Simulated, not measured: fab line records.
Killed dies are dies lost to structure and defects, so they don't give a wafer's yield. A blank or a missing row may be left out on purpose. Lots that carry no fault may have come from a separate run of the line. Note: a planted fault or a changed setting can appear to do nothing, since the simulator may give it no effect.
The tool behind it: which one? + flow nand_harc + 12 lots, 35 wafers sampled, at 5 steps of a route of 1302

## WHAT EACH GAUGE READ, for each wafer
NHARC_A_SIN_REMOVE_INSPECT_04.
| lot  | measured     | on                | raw_defect_count |
|------|--------------|-------------------|------------------|
| L351 | day 20 01:40 | defect_inspect-01 | 362 372 378      |
| L360 | day 24 00:19 | defect_inspect-01 | 359 442          |
| L361 | day 24 20:41 | defect_inspect-01 | 469 500 445      |
| L362 | day 24 23:02 | defect_inspect-01 | 466 433 422      |
| L364 | day 25 07:17 | defect_inspect-02 | 327 342 328      |
| L363 | day 25 11:13 | defect_inspect-02 | 405 570 446      |
| L367 | day 27 03:02 | defect_inspect-02 | 341 406 354      |
| L369 | day 27 15:10 | defect_inspect-02 | 313 293 355      |
| L371 | day 28 02:31 | defect_inspect-01 | 438 426 393      |
| L370 | day 28 02:34 | defect_inspect-02 | 260 277 302      |
| L373 | day 28 23:20 | defect_inspect-02 | 323 418 312      |
| L372 | day 28 23:21 | defect_inspect-01 | 560 459 414      |

NHARC_END_SORT_01.
| lot  | measured     | on        | killed_at_array | killed_at_other | killed_at_periphery | killed_dies | killed_open | killed_short |
|------|--------------|-----------|-----------------|-----------------|---------------------|-------------|-------------|--------------|
| L363 | day 30 00:13 | prober-01 | 54 66 60        | 1 0 2           | 0 5 1               | 55 71 63    | 4 4 4       | 0 6 1        |

## EACH LOT AND THE TOOL THAT RAN IT (in order: tool; ch and the chambers of the sampled wafers; start)
| lot  | NHARC_A_SLIT_ETCH_24               | NHARC_A_WL_FILL_ETCHBACK_17       | NHARC_A_WL_FILL_CMP_12        |
|------|------------------------------------|-----------------------------------|-------------------------------|
| L351 | rie_diel-08 ch 0,2,3, day 19 12:49 | rie_metal-01 ch 1, day 20 18:28   | cmp-04 ch 0,1,3, day 21 00:27 |
| L360 | rie_diel-05 ch 1, day 23 06:19     | rie_metal-02 ch 1, day 24 12:22   | cmp-03 ch 1,3, day 24 18:16   |
| L361 | rie_diel-08 ch 0,2,3, day 24 07:49 | rie_metal-02 ch 0,1, day 25 11:24 | cmp-03 ch 1,2,3, day 25 16:02 |
| L362 | rie_diel-10 ch 0,1,3, day 24 10:07 | rie_metal-02 ch 0,1, day 25 09:57 | cmp-01 ch 0,2,3, day 25 15:52 |
| L364 | rie_diel-05 ch 0,1,2, day 24 18:27 | rie_metal-03 ch 0,1, day 25 20:14 | cmp-03 ch 0,1, day 26 02:04   |
| L363 | rie_diel-08 ch 0,2,3, day 24 22:31 | rie_metal-03 ch 0,1, day 26 03:18 | cmp-03 ch 0,1,3, day 26 07:05 |
| L367 | rie_diel-08 ch 0,1,2, day 26 14:09 | rie_metal-03 ch 0,1, day 27 14:04 | cmp-04 ch 0,2,3, day 27 19:04 |
| L369 | rie_diel-10 ch 1,3, day 27 02:04   | rie_metal-02 ch 0,1, day 28 02:46 | cmp-04 ch 0,3, day 28 08:33   |
| L371 | rie_diel-08 ch 1,2,3, day 27 13:35 | rie_metal-02 ch 0,1, day 28 14:30 | cmp-01 ch 1,2,3, day 28 20:19 |
| L370 | rie_diel-05 ch 0,1,2, day 27 14:47 | rie_metal-01 ch 0,1, day 28 14:31 | cmp-04 ch 0,3, day 28 20:18   |
| L373 | rie_diel-05 ch 0,2,3, day 28 09:13 | rie_metal-03 ch 0,1, day 29 12:24 | cmp-03 ch 0,1, day 29 18:20   |
| L372 | rie_diel-08 ch 0,1,3, day 28 09:56 | rie_metal-02 ch 0,1, day 29 12:23 | cmp-01 ch 1,2,3, day 29 18:11 |
- NHARC_A_SLIT_ETCH_24: etches the open film in CF4/CHF3, target depth 121 nm, time 60.5 s.
- NHARC_A_WL_FILL_ETCHBACK_17: etches the open film in Cl2/BCl3, target depth 4 nm, time 26.7 s.
- NHARC_A_WL_FILL_CMP_12: polishes, t overpolish 30 s, target thk 100 nm.

## WHAT THE TOOLS THEMSELVES READ (means of the sampled wafers that have a number; where no wafer has one, the mark that the record gives instead)
NHARC_A_SLIT_ETCH_24.
| lot  | tool        | cf4_flow_sccm (sccm) | chf3_flow_sccm (sccm) | drypump_motor_current_A (A) | oes_product_au (a.u.) | rf_vpp_V (V) | showerhead_plenum_p_Torr (Torr) | throttle_valve_pct (%) |
|------|-------------|----------------------|-----------------------|-----------------------------|-----------------------|--------------|---------------------------------|------------------------|
| L351 | rie_diel-08 | 99.77                | 30.07                 | 5.3                         | 0.973                 | 370.9        | 1.59                            | 16.810                 |
| L360 | rie_diel-05 | 99.79                | 29.91                 | 5.1                         | 0.962                 | 373.2        | 1.68                            | 16.808                 |
| L361 | rie_diel-08 | 100.08               | 30.03                 | 5.3                         | 0.967                 | 371.1        | 1.59                            | 16.805                 |
| L362 | rie_diel-10 | 99.90                | 30.03                 | 5.8                         | 0.971                 | 370.3        | 1.57                            | 16.800                 |
| L364 | rie_diel-05 | 100.04               | 30.02                 | 5.6                         | 0.971                 | 372.5        | 1.65                            | 16.798                 |
| L363 | rie_diel-08 | 99.78                | 30.03                 | 5.3                         | 0.971                 | 371.0        | 1.59                            | 16.798                 |
| L367 | rie_diel-08 | 99.66                | 29.96                 | 5.6                         | 0.964                 | 370.8        | 1.58                            | 16.798                 |
| L369 | rie_diel-10 | 99.73                | 30.09                 | 5.3                         | 0.969                 | 371.3        | 1.61                            | 16.801                 |
| L371 | rie_diel-08 | 99.96                | 30.02                 | 5.7                         | 0.973                 | 371.9        | 1.61                            | 16.809                 |
| L370 | rie_diel-05 | 99.91                | 29.96                 | 5.6                         | 0.963                 | 373.5        | 1.65                            | 16.806                 |
| L373 | rie_diel-05 | 99.91                | 30.03                 | 5.9                         | 0.965                 | 373.2        | 1.64                            | 16.805                 |
| L372 | rie_diel-08 | 99.67                | 29.98                 | 5.5                         | 0.963                 | 370.0        | 1.57                            | 16.793                 |

NHARC_A_WL_FILL_ETCHBACK_17.
| lot  | tool         | drypump_motor_current_A (A) | oes_product_au (a.u.) | run_length_s (s) |
|------|--------------|-----------------------------|-----------------------|------------------|
| L351 | rie_metal-01 | 6.5                         | 1.000                 | 48.3             |
| L360 | rie_metal-02 | 6.2                         | 0.996                 | 45.8             |
| L361 | rie_metal-02 | 6.0                         | 1.015                 | 47.0             |
| L362 | rie_metal-02 | 6.0                         | 1.003                 | 47.2             |
| L364 | rie_metal-03 | 5.3                         | 1.008                 | 48.5             |
| L363 | rie_metal-03 | 5.7                         | 1.012                 | 48.5             |
| L367 | rie_metal-03 | 5.3                         | 1.013                 | 48.3             |
| L369 | rie_metal-02 | 6.0                         | 1.001                 | 48.2             |
| L371 | rie_metal-02 | 5.9                         | 1.006                 | 47.7             |
| L370 | rie_metal-01 | 6.0                         | 0.996                 | 48.5             |
| L373 | rie_metal-03 | 5.3                         | 1.007                 | 48.4             |
| L372 | rie_metal-02 | 5.8                         | 0.999                 | 47.7             |

NHARC_A_WL_FILL_CMP_12.
| lot  | tool   | motor_current_A (A) | overpolish_run_s (s) | time_to_endpoint_s (s) |
|------|--------|---------------------|----------------------|------------------------|
| L351 | cmp-04 | 10.9                | 29.997               | 18.5                   |
| L360 | cmp-03 | 12.6                | 29.997               | 20.0                   |
| L361 | cmp-03 | 13.2                | 30.001               | 20.7                   |
| L362 | cmp-01 | 12.6                | 29.998               | 21.7                   |
| L364 | cmp-03 | 11.8                | 29.996               | 17.9                   |
| L363 | cmp-03 | 12.1                | 29.998               | 23.5                   |
| L367 | cmp-04 | 12.3                | 30.002               | 16.1                   |
| L369 | cmp-04 | 11.0                | 30.005               | 19.4                   |
| L371 | cmp-01 | 11.4                | 29.994               | 17.9                   |
| L370 | cmp-04 | 11.3                | 30.003               | 17.3                   |
| L373 | cmp-03 | 11.9                | 30.004               | 19.5                   |
| L372 | cmp-01 | 11.1                | 29.999               | 17.3                   |

## THE ANSWER, worked out from the rows above alone
Rule: the usual values come from the lots themselves. The widest of any qualifying gaps counts: lots, ordered by their means at a reading, are off when they make up no more than a third of the lots, leave a main group of 4 or more, and stand apart from it by 3 or more times the standard deviation of that group's means. A main group whose means are all the same, to the digits that the tables above print for the reading, isn't used. A lot without any number at a reading at which 4 lots or more have one is off too. Any other lot the step has rows for is counted as sound. The gauges are gone through in route order, then the tools' own readings, and for those a lot's mean is taken as printed above. At the first step where some lot is off, the reading lying furthest off is the one used; lots without a number count as furthest.
None of the lots is off at any reading shown; this tells nothing.

## WHAT WAS PUT IN BY THE SIMULATOR
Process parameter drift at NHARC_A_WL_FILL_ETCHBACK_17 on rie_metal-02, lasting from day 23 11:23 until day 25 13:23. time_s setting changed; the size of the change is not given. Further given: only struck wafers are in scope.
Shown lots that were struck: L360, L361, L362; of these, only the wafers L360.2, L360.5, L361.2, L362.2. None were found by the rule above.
